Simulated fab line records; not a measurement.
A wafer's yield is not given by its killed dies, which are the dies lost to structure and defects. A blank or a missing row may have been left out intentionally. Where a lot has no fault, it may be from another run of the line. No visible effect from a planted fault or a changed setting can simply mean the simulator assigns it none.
fab line records	flow n5-finfet
[record] lots = 4	wafers = 12	last-day = 18
route steps=1938 shown BEOL_M4@1099 BEOL_M5@1112 BEOL_M13@1700 PASSIVATION@1936
lots that met no fault: from a run of the same line without faults
start-h: hours from the record's opening day to when the first of the lot's shown wafers began	wait-h: hours elapsed since this lot's preceding step	" same as the row above	L1.1+2: a row that stands for several wafers	- no value present, or no start provided	* or withheld: withheld	< > ~ a bound
route shown NAME@n: a module of which the file shows steps, and the number in the route of the first	usual: the fault-free wafers' mean and standard deviation	same: alike in all rows	chamber/n: place in a boat	sites: readings site by site	_std_site: their standard deviation	_edge_site: outer sites' mean less inner sites'	radius-mm: for every site, how far away it sits from the centre of the wafer	mask NAME#n: copy n	behind: the most recent tool/chamber to have shaped the wafer	hold: the reason the lot was held/the length of the hold in hours/how it ended	device: whichever transistor did not switch (one of n, p or np)	end of line: the tests these same wafers got at the end of their route	a step without rows: its recipe alone	killed: not the wafer's yield, but the dies lost to structure and defects at the first sort	map: per-die view of a wafer (x killed, . not killed, _ where there is no die)
set.NAME: the setting as run; set.NAME@STEP: as run at that earlier step	model.NAME: the simulator's own value behind a step, which no gauge read
a table for each step, a row for each wafer; lots at some steps of the route
services: a tool's chamber out of use, with start hour (start-h, from the record's first day; less than 0 if before it), hours out, and reason
[[steps]]
[step N5_BEOL_M4_ANNEAL_95]
[recipe] temp-c = 400	time-s = 240	ambient = vacuum
[step N5_BEOL_M4_SPUTTER_96]
[recipe] material = Cu	target-thk-a = 45	temp-c = -20	chamber-pressure-pa = 0.07	power-w = withheld	time-s = 8.29
[step N5_BEOL_M4_ECD_50]
[recipe] material = Cu	target-thk-a = 3000
[step N5_BEOL_M4_ANNEAL_51]
[recipe] temp-c = 225	time-s = 90	ambient = N2
[step N5_BEOL_M4_CMP_52]
[recipe] stop-on = SiOC	t-overpolish-s = 6.8	down-force-psi = 1	platen-rpm = 50	clearing-platen-down-force-psi = 1.5	clearing-platen-rpm = 50	post-cmp-clean = cu-alkaline	target-thk-nm = 40	clearing-platen-pad-velocity-m-s = 0.99484	pad-velocity-m-s = 0.99484
[step N5_BEOL_M4_PRE_CLEAN_60]
[recipe] gas = NH3/H2	time-s = 15	temp-c = *	rf-power-w = 300
[step N5_BEOL_M4_CO_CAP_55]
[recipe] material = Co	target-thk-a = 20	temp-c = 200	precursor = CCTBA/H2	pressure-torr = 30	time-s = 102.1
[step N5_BEOL_M4_PRE_CLEAN_56]
[recipe] gas = NH3	time-s = 15	temp-c = withheld	rf-power-w = 300
[step N5_BEOL_M4_DEP_57]
[recipe] material = SiCN	target-thk-a = 80	temp-c = withheld	precursor = 3MS/NH3	pressure-torr = 3	rf-w = 202	time-s = 14
[step N5_BEOL_M4_RC_MEAS_101]
[usual] DIBL_N = 36.0/1.6	DIBL_P = 35.8/2	IOFF_N = 0.152/0.03	IOFF_P = 0.20/0.031	ION_N = 670/12	ION_P = 459/7.4	SS_N = 71.5/0.56	SS_P = 73.2/0.64	VT_N = 251/3.5	VT_P = -252/3.3
lot.wafer	tool	chamber	start-h	wait-h	DIBL_N[mV/V]	DIBL_P[mV/V]	IOFF_N[nA/um]	IOFF_P[nA/um]	ION_N[uA/um]	ION_P[uA/um]	SS_N[mV/dec]	SS_P[mV/dec]	VT_N[mV]	VT_P[mV]
L694.2	prober-02	0	239.00	0.2	36.8	36.3	0.168	0.19	676	456	71.7	72.9	250	-253
L694.3	"	0	"	"	37.7	38.8	0.193	0.23	682	463	72.0	74.0	248	-253
L694.4	"	0	"	"	36.4	36.6	0.169	0.20	684	463	71.2	73.4	249	-254
L701.1	prober-02	0	262.11	0.0	35.1	35.8	0.133	0.18	669	455	71.4	72.8	252	-254
L701.3	"	0	"	"	38.1	39.6	0.190	0.22	668	454	72.8	73.3	247	-250
L701.4	"	0	"	"	37.1	39.3	0.179	0.23	684	470	71.6	72.8	247	-251
L699.2	prober-01	0	275.76	0.2	36.0	35.3	0.140	0.19	673	461	71.3	73.4	252	-253
L699.4	"	0	"	"	36.0	35.3	0.128	0.18	656	453	71.2	73.0	257	-256
L699.5	"	0	"	"	37.1	35.4	0.148	0.19	657	451	70.9	73.4	253	-254
L709.2	prober-02	0	316.10	0.2	34.0	34.0	0.109	0.15	661	451	70.5	72.5	257	-254
L709.3	"	0	"	"	36.6	36.9	0.150	0.18	665	454	70.7	73.3	252	-254
L709.5	"	0	"	"	33.0	33.0	0.098	0.14	648	449	70.2	72.2	253	-256
[step N5_BEOL_M5_ILD_DEP_00]
[recipe] material = SiCOH_lowk	target-thk-a = 1406.4	temp-c = 300	precursor = DEMS/porogen	pressure-torr = 5	rf-w = 500	time-s = 25.9
[step N5_BEOL_M5_CURE_79]
[recipe] temp-c = 385	time-s = 240	ambient = He/Ar	material = SiCOH_lowk
[step N5_BEOL_M5_PECVD_70]
[recipe] material = SiO2	target-thk-a = 160	temp-c = 400	precursor = TEOS/O2	pressure-torr = 5.5	rf-w = 450	teos-flow-sccm = 53.8	gas = O2	flow-sccm = 3000	time-s = 18
[step N5_BEOL_M5_HM_DEP_02]
[recipe] material = TiN	target-thk-a = 200	temp-c = 25	chamber-pressure-pa = 0.49996
[step N5_BEOL_M5_COAT_59]
[recipe] resist = SOC	temp-c = 250	time-s = 60	spin-rpm = 1500	resist-thk-nm = 60
[step N5_BEOL_M5_COAT_60]
[recipe] resist = SiARC	temp-c = 220	time-s = 60	spin-rpm = 1500	resist-thk-nm = 12
[step N5_BEOL_M5_COAT_71]
[recipe] resist = underlayer	temp-c = 205	time-s = 60	spin-rpm = 1500	resist-thk-nm = 5
[step N5_BEOL_M5_COAT_05]
[recipe] resist = CAR-EUV	spin-rpm = 1500	resist-thk-nm = 30
[step N5_BEOL_M5_EBR_07]
[recipe] solvent = PGMEA	ebr-width-mm = 1.5
[step N5_BEOL_M5_SOFTBAKE_06]
[recipe] temp-c = 110	time-s = 60	resist = CAR-EUV
[step N5_BEOL_M5_EXPOSE_08]
[recipe] mask-id = M5	na = 0.33	source-shape = annular	sigma-inner = 0.4	sigma-outer = 0.8	polarization = unpolarized	target-cd-nm = 28	dose-mj = 35.75
[step N5_BEOL_M5_PEB_09]
[recipe] peb-temp-c = 100	peb-time-s = 60	resist = CAR-EUV
[step N5_BEOL_M5_DEVELOP_10]
[recipe] develop-time-s = 30	developer = TMAH	resist = CAR-EUV	rinse-liquid = surfactant-rinse	dry = air-spin	dev-temp-c = 23
[step N5_BEOL_M5_DESCUM_16]
[recipe] chemistry = O2	time-s = 7	source-power-w = 50	bias-power-w = 20	pressure-mtorr = 20	rf-frequency-hz = 2.712e+07	temp-c = 40	resist = CAR-EUV	o2-flow-sccm = 225
[step N5_BEOL_M5_ETCH_72]
[recipe] chemistry = N2/H2	target = underlayer	target-depth-a = 65	mask-material = CAR-EUV	time-s = 5.2	ion-energy-ev = 200	pressure-mtorr = 30	source-w = 840	bias-w = 150	n2-flow-sccm = 200	h2-flow-sccm = 200	ends = cleared
[step N5_BEOL_M5_ETCH_61]
[recipe] chemistry = CF4	target = SiARC	target-depth-a = 156	mask-material = CAR-EUV	time-s = 26	ion-energy-ev = 80	pressure-mtorr = 40	source-w = 545	bias-w = 36	Ar_flow_sccm = 100	cf4-flow-sccm = 100	ends = cleared
[step N5_BEOL_M5_ETCH_62]
[recipe] chemistry = N2/H2	target = SOC	target-depth-a = 750	overetch-a = 150	mask-material = SiARC	temp-c = 40	time-s = 112.5	ion-energy-ev = 200	pressure-mtorr = 30	source-w = 840	bias-w = 150	n2-flow-sccm = 200	h2-flow-sccm = 200
[step N5_BEOL_M5_STRIP_63]
[recipe] chemistry = N2/H2	temp-c = 40	n2-flow-sccm = 200	h2-flow-sccm = 200	rf-frequency-hz = 6e+07
[step N5_BEOL_M5_STRIP_73]
[recipe] chemistry = N2/H2	temp-c = 40	n2-flow-sccm = 200	h2-flow-sccm = 200	rf-frequency-hz = 6e+07
[step N5_BEOL_M5_STRIP_64]
[recipe] chemistry = CF4	resist = SiARC	power-w = 300	bias-power-w = 75	pressure-mtorr = 50	cf4-flow-sccm = 150	rf-frequency-hz = 6e+07
[step N5_BEOL_M5_HM_OPEN_17]
[recipe] chemistry = Cl2/BCl3	target-depth-a = 200	overetch-a = 60	target = TiN	mask-material = SOC	ion-energy-ev = 150	pressure-mtorr = 10	icp-w = 1000	bias-w = 126	Cl2_flow_sccm = 53.25	bcl3-flow-sccm = 21.75	Ar_flow_sccm = 25
[step N5_BEOL_M5_STRIP_19]
[recipe] chemistry = O2	power-w = 400	temp-c = 40	pressure-mtorr = 30	rf-frequency-hz = 6e+07	bias-power-w = 0	overash-fraction = 0.2	o2-flow-sccm = 225
[step N5_BEOL_M5_COAT_65]
[recipe] resist = SOC	temp-c = 250	time-s = 60	spin-rpm = 1500	resist-thk-nm = 60
[step N5_BEOL_M5_COAT_66]
[recipe] resist = SiARC	temp-c = 220	time-s = 60	spin-rpm = 1500	resist-thk-nm = 12
[step N5_BEOL_M13_ETCH_38]
[recipe] chemistry = CF4/N2	target = SiCN	target-depth-a = 675	taper-deg = 2	time-s = 71.9	ion-energy-ev = 150	mask-material = SiO2	pressure-mtorr = 40	source-w = 430	bias-w = 70	Ar_flow_sccm = 100	cf4-flow-sccm = 60	n2-flow-sccm = 60
[usual] bias-w = 70.00/0.21	cf4-flow-sccm = 59.99/0.16	drypump-motor-current-A = 5.8/0.53	oes-product-au = 0.76/0.085	rf-fwd-power-W = 428.3/1.4	rf-vpp-V = 382.2/1.8	showerhead-plenum-p-Torr = 2.20/0.066	throttle-valve-pct = 15.53/0.29
lot.wafer	tool	chamber	start-h	wait-h	bias-w	cf4-flow-sccm	drypump-motor-current-A	oes-product-au	rf-fwd-power-W	rf-hours-counter-h	rf-vpp-V	showerhead-plenum-p-Torr	throttle-valve-pct	model.SiOC_of_BEOL_M13_ILD_DEP_00.thk-nm
L694.2	rie-diel-03	3	305.32	-	69.63	60.26	6.4	0.83	425.7	101	380.7	2.13	15.37	774.6
L694.3	"	0	"	"	70.07	60.11	5.0	0.70	428.0	193	382.1	2.20	15.82	781.4
L694.4	"	0	"	"	70.03	60.18	5.0	0.70	427.8	-	381.8	2.20	15.81	791.2
L701.1	rie-diel-03	3	338.41	-	-	-	-	-	-	-	-	-	-	809
L701.3	"	2	"	"	-	-	-	-	-	-	-	-	-	817.2
L701.4	"	3	"	"	-	-	-	-	-	-	-	-	-	845
L699.2	rie-diel-03	2	346.14	-	-	-	-	-	-	-	-	-	-	837.6
L699.4	"	3	"	"	-	-	-	-	-	-	-	-	-	840.8
L699.5	"	2	"	"	-	-	-	-	-	-	-	-	-	847
L709.2	rie-diel-01	0	402.20	-	69.82	59.60	6.2	0.81	428.8	61	379.6	2.15	15.07	781.4
L709.3	"	3	"	"	70.26	59.98	6.2	0.72	429.6	-	384.0	2.27	15.41	790
L709.5	"	3	"	"	70.19	60.04	6.2	0.73	429.2	-	384.7	2.27	15.40	800.6
[step N5_BEOL_M13_CMP_49]
[recipe] stop-on = SiOC	t-overpolish-s = 17.1	down-force-psi = 1	platen-rpm = 50	clearing-platen-down-force-psi = 1.5	clearing-platen-rpm = 50	post-cmp-clean = cu-alkaline	target-thk-nm = 420	clearing-platen-pad-velocity-m-s = 0.99484	pad-velocity-m-s = 0.99484
[usual] motor-current-A = 6.1/0.58
lot.wafer	tool	chamber	start-h	wait-h	motor-current-A	model.SiOC_of_BEOL_M13_ILD_DEP_00.thk-nm
L694.3	cmp-04	1	306.96	0.2	5.7	771.4
L694.2	"	2	"	"	6.3	764.6
L694.4	"	3	"	"	6.8	781.2
L701.1	cmp-04	0	339.88	0.3	6.0	799
L701.4	"	1	"	"	5.8	835
L701.3	"	2	"	"	6.2	807.2
L699.4	cmp-04	1	347.26	0.1	5.9	830.8
L699.2	"	3	"	"	6.4	827.6
L699.5	"	2	"	"	6.0	837
L709.3	cmp-02	1	403.84	0.2	5.4	780
L709.2	"	0	"	"	5.2	771.4
L709.5	"	2	"	"	6.0	790.6
[step N5_PASSIVATION_PROBE_49]
[usual] defect-limited-yield = 91.6/1.4	killed_at_M0_to_M3 = 33/10	killed_at_M4_up = 13/5.3	killed-at-contacts = 13/5.9	killed-at-front-end = 36/12	killed-at-other = 4/3.1	killed-dies = 99/16	killed-on-rim = 13/4.2	killed-open = 65/13	killed-short = 32/7.3	sort_bin_5_function = 4.9/0.9	sort_bin_6_memory = 3.1/0.66	sort-n-pass = 1081/17	sort-yield-pct = 91.6/1.4
[same] gross-dies = 1180	killed-at-back-side = 0	sort_bin_4_leakage[%] = 0	sort_bin_8_speed[%] = 0
lot.wafer	tool	chamber	start-h	wait-h	defect-limited-yield[%]	killed_at_M0_to_M3	killed_at_M4_up	killed-at-contacts	killed-at-front-end	killed-at-other	killed-dies	killed-on-rim	killed-open	killed-short	sort_bin_5_function[%]	sort_bin_6_memory[%]	sort-n-pass	sort-yield-pct[%]
L701.1	prober-02	-	365.92	0.0	0	26	1084	22	45	3	1180	152	78	39	95.9	3.9	0	0
L701.3	prober-02	-	366.02	0.1	0	38	1107	17	16	2	1180	152	56	30	97.4	2.5	0	0
L701.4	prober-02	-	366.07	0.2	0	36	1079	25	38	2	1180	152	92	22	96.2	3.8	0	0
L699.2	prober-02	-	379.44	0.1	0	37	1090	9	43	1	1180	152	75	30	96.7	3.1	0	0
L699.4	prober-02	-	379.54	0.2	0	36	1091	10	34	9	1180	152	75	32	96.0	3.8	0	0
L699.5	prober-02	-	379.59	0.2	0	31	1066	14	63	6	1180	152	98	31	95.3	4.2	0	0
// killed by level:class
L701.1 BEOL_M13:area-etch=1061 MOL_CONTACT_COAG:geometric-particle:open=17 BEOL_M3:geometric-particle:open=16 BEOL_M4:geometric-particle:open=14 FIN_SAQP:geometric-particle:short=12 DUMMY_GATE:geometric-particle:open=6 GATE_CUT:geometric-particle:short=6 FIN_SAQP:geometric-particle:open=5
L701.3 BEOL_M13:area-etch=1093 BEOL_M3:geometric-particle:open=17 MOL_CONTACT_COAG:geometric-particle:open=12 BEOL_M0_SAQP:geometric-particle:short=8 BEOL_M4:geometric-particle:open=6 STI_FIN_REVEAL:geometric-particle:open=5 MOL_CONTACT_COAG:geometric-particle:short=5 BEOL_M3:geometric-particle:short=5
L701.4 BEOL_M13:area-etch=1061 MOL_CONTACT_COAG:geometric-particle:open=22 BEOL_M3:geometric-particle:open=22 FIN_SAQP:geometric-particle:open=8 BEOL_M4:geometric-particle:open=7 FIN_SAQP:geometric-particle:short=5 STI_FIN_REVEAL:geometric-particle:open=5 BEOL_M2:geometric-particle:open=4
L699.2 BEOL_M13:area-etch=1075 STI_FIN_REVEAL:geometric-particle:open=20 BEOL_M0_SAQP:geometric-particle:open=11 MOL_CONTACT_COAG:geometric-particle:open=9 FIN_SAQP:geometric-particle:open=8 BEOL_M1:geometric-particle:open=7 BEOL_M0_SAQP:geometric-particle:short=6 BEOL_M3:geometric-particle:open=6
L699.4 BEOL_M13:area-etch=1073 BEOL_M2:geometric-particle:open=14 BEOL_M3:geometric-particle:open=10 FIN_SAQP:geometric-particle:open=6 MOL_CONTACT_COAG:geometric-particle:open=6 BEOL_M4:geometric-particle:open=6 BEOL_M5:geometric-particle:open=5 DUMMY_GATE:geometric-particle:open=5
L699.5 BEOL_M13:area-etch=1051 FIN_SAQP:geometric-particle:open=23 STI_FIN_REVEAL:geometric-particle:open=19 MOL_CONTACT_COAG:geometric-particle:open=10 BEOL_M2:geometric-particle:open=9 FIN_SAQP:geometric-particle:short=8 BEOL_M3:geometric-particle:open=7 DUMMY_GATE:geometric-particle:open=6
// map L699.2 (x killed, . not)
_________________xxxxxxxxxxxx________________
______________xxxxxxxxxxxxxxxxxx_____________
___________xxxxxxxxxxxxxxxxxxxxxxxx__________
__________xxxxxxxxxxxxxxxxxxxxxxxxxx_________
________xxxxxxxxxxxxxxxxxxxxxxxxxxxxxx_______
_______xxxxxxxxxxxxxxxxxxxxxxxxxxxxxxxx______
______xxxxxxxxxxxxxxxxxxxxxxxxxxxxxxxxxx_____
_____xxxxxxxxxxxxxxxxxxxxxxxxxxxxxxxxxxxx____
____xxxxxxxxxxxxxxxxxxxxxxxxxxxxxxxxxxxxxx___
___xxxxxxxxxxxxxxxxxxxxxxxxxxxxxxxxxxxxxxxx__
___xxxxxxxxxxxxxxxxxxxxxxxxxxxxxxxxxxxxxxxx__
__xxxxxxxxxxxxxxxxxxxxxxxxxxxxxxxxxxxxxxxxxx_
__xxxxxxxxxxxxxxxxxxxxxxxxxxxxxxxxxxxxxxxxxx_
_xxxxxxxxxxxxxxxxxxxxxxxxxxxxxxxxxxxxxxxxxxxx
_xxxxxxxxxxxxxxxxxxxxxxxxxxxxxxxxxxxxxxxxxxxx
_xxxxxxxxxxxxxxxxxxxxxxxxxxxxxxxxxxxxxxxxxxxx
_xxxxxxxxxxxxxxxxxxxxxxxxxxxxxxxxxxxxxxxxxxxx
_xxxxxxxxxxxxxxxxxxxxxxxxxxxxxxxxxxxxxxxxxxxx
_xxxxxxxxxxxxxxxxxxxxxxxxxxxxxxxxxxxxxxxxxxxx
_xxxxxxxxxxxxxxxxxxxxxxxxxxxxxxxxxxxxxxxxxxxx
_xxxxxxxxxxxxxxxxxxxxxxxxxxxxxxxxxxxxxxxxxxxx
__xxxxxxxxxxxxxxxxxxxxxxxxxxxxxxxxxxxxxxxxxx_
__xxxxxxxxxxxxxxxxxxxxxxxxxxxxxxxxxxxxxxxxxx_
___xxxxxxxxxxxxxxxxxxxxxxxxxxxxxxxxxxxxxxxx__
___xxxxxxxxxxxxxxxxxxxxxxxxxxxxxxxxxxxxxxxx__
____xxxxxxxxxxxxxxxxxxxxxxxxxxxxxxxxxxxxxx___
_____xxxxxxxxxxxxxxxxxxxxxxxxxxxxxxxxxxxx____
______xxxxxxxxxxxxxxxxxxxxxxxxxxxxxxxxxx_____
_______xxxxxxxxxxxxxxxxxxxxxxxxxxxxxxxx______
________xxxxxxxxxxxxxxxxxxxxxxxxxxxxxx_______
__________xxxxxxxxxxxxxxxxxxxxxxxxxx_________
___________xxxxxxxxxxxxxxxxxxxxxxxx__________
______________xxxxxxxxxxxxxxxxxx_____________
_________________xxxxxxxxxxxx________________
// map L701.1 (x killed, . not)
_________________xxxxxxxxxxxx________________
______________xxxxxxxxxxxxxxxxxx_____________
___________xxxxxxxxxxxxxxxxxxxxxxxx__________
__________xxxxxxxxxxxxxxxxxxxxxxxxxx_________
________xxxxxxxxxxxxxxxxxxxxxxxxxxxxxx_______
_______xxxxxxxxxxxxxxxxxxxxxxxxxxxxxxxx______
______xxxxxxxxxxxxxxxxxxxxxxxxxxxxxxxxxx_____
_____xxxxxxxxxxxxxxxxxxxxxxxxxxxxxxxxxxxx____
____xxxxxxxxxxxxxxxxxxxxxxxxxxxxxxxxxxxxxx___
___xxxxxxxxxxxxxxxxxxxxxxxxxxxxxxxxxxxxxxxx__
___xxxxxxxxxxxxxxxxxxxxxxxxxxxxxxxxxxxxxxxx__
__xxxxxxxxxxxxxxxxxxxxxxxxxxxxxxxxxxxxxxxxxx_
__xxxxxxxxxxxxxxxxxxxxxxxxxxxxxxxxxxxxxxxxxx_
_xxxxxxxxxxxxxxxxxxxxxxxxxxxxxxxxxxxxxxxxxxxx
_xxxxxxxxxxxxxxxxxxxxxxxxxxxxxxxxxxxxxxxxxxxx
_xxxxxxxxxxxxxxxxxxxxxxxxxxxxxxxxxxxxxxxxxxxx
_xxxxxxxxxxxxxxxxxxxxxxxxxxxxxxxxxxxxxxxxxxxx
_xxxxxxxxxxxxxxxxxxxxxxxxxxxxxxxxxxxxxxxxxxxx
_xxxxxxxxxxxxxxxxxxxxxxxxxxxxxxxxxxxxxxxxxxxx
_xxxxxxxxxxxxxxxxxxxxxxxxxxxxxxxxxxxxxxxxxxxx
_xxxxxxxxxxxxxxxxxxxxxxxxxxxxxxxxxxxxxxxxxxxx
__xxxxxxxxxxxxxxxxxxxxxxxxxxxxxxxxxxxxxxxxxx_
__xxxxxxxxxxxxxxxxxxxxxxxxxxxxxxxxxxxxxxxxxx_
___xxxxxxxxxxxxxxxxxxxxxxxxxxxxxxxxxxxxxxxx__
___xxxxxxxxxxxxxxxxxxxxxxxxxxxxxxxxxxxxxxxx__
____xxxxxxxxxxxxxxxxxxxxxxxxxxxxxxxxxxxxxx___
_____xxxxxxxxxxxxxxxxxxxxxxxxxxxxxxxxxxxx____
______xxxxxxxxxxxxxxxxxxxxxxxxxxxxxxxxxx_____
_______xxxxxxxxxxxxxxxxxxxxxxxxxxxxxxxx______
________xxxxxxxxxxxxxxxxxxxxxxxxxxxxxx_______
__________xxxxxxxxxxxxxxxxxxxxxxxxxx_________
___________xxxxxxxxxxxxxxxxxxxxxxxx__________
______________xxxxxxxxxxxxxxxxxx_____________
_________________xxxxxxxxxxxx________________
[[services]]
tool	chamber	start-h	hours	kind
rie-diel-01	3	288.09	4.2	repair
cmp-04	-	314.51	2.5	repair
cmp-02	-	326.12	3.4	repair
cmp-02	-	339.88	4.0	pm
cmp-02	-	343.88	-	consumable-replace:conditioner
cmp-02	-	343.88	-	consumable-replace:pad
cmp-02	-	348.85	2.7	repair
cmp-02	-	359.71	0.6	repair
rie-diel-01	0	369.92	15.6	repair
cmp-04	-	375.31	20.7	repair
rie-diel-03	1	379.36	-	clean
rie-diel-03	1	379.36	-	consumable-replace:focus-ring
rie-diel-03	1	379.36	18.0	scheduled-down
rie-diel-03	1	379.36	18.0	vent-cycle
rie-diel-01	1	385.57	-	clean
rie-diel-01	1	385.57	-	consumable-replace:focus-ring
rie-diel-01	1	385.57	-	consumable-replace:showerhead
rie-diel-01	1	385.57	23.5	scheduled-down
rie-diel-01	1	385.57	23.5	vent-cycle
rie-diel-01	3	388.99	2.6	repair
rie-diel-01	2	401.92	6.6	repair
[[key]]
[first-sign] step = N5_BEOL_M13_ETCH_38	reading = tool-record	direction = missing
[effect] step = N5_PASSIVATION_PROBE_49	reading = killed_at_M4_up	direction = up	sigmas = 99+	usual = 13	struck = 1086
[model-effect] step = N5_BEOL_M13_ETCH_38	value = SiOC_of_BEOL_M13_ILD_DEP_00.thk-nm	without = 785	struck = 832.8
[model-effect] step = N5_BEOL_M13_CMP_49	value = SiOC_of_BEOL_M13_ILD_DEP_00.thk-nm	without = 775	struck = 822.8
[more-kills-born-at] N5_BEOL_M13_ETCH_38@rie-diel-03 = 6414
met-at N5_BEOL_M13_ETCH_38
struck-wafers L699.2,L699.4,L699.5,L701.1,L701.3,L701.4
later-rows-left-out L699.2,L699.4,L699.5,L701.1,L701.3,L701.4
onset-between 305.32 338.41
[fault] kind = skipped-step-whole	tool = rie-diel-03	chamber = -	onset-h = 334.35	steps = N5_BEOL_M13_ETCH_38	scope = struck-lots-only
// later-rows-left-out: the simulator's readings of these wafers behind a module that went badly wrong aren't trusted and aren't shown, but for the sort
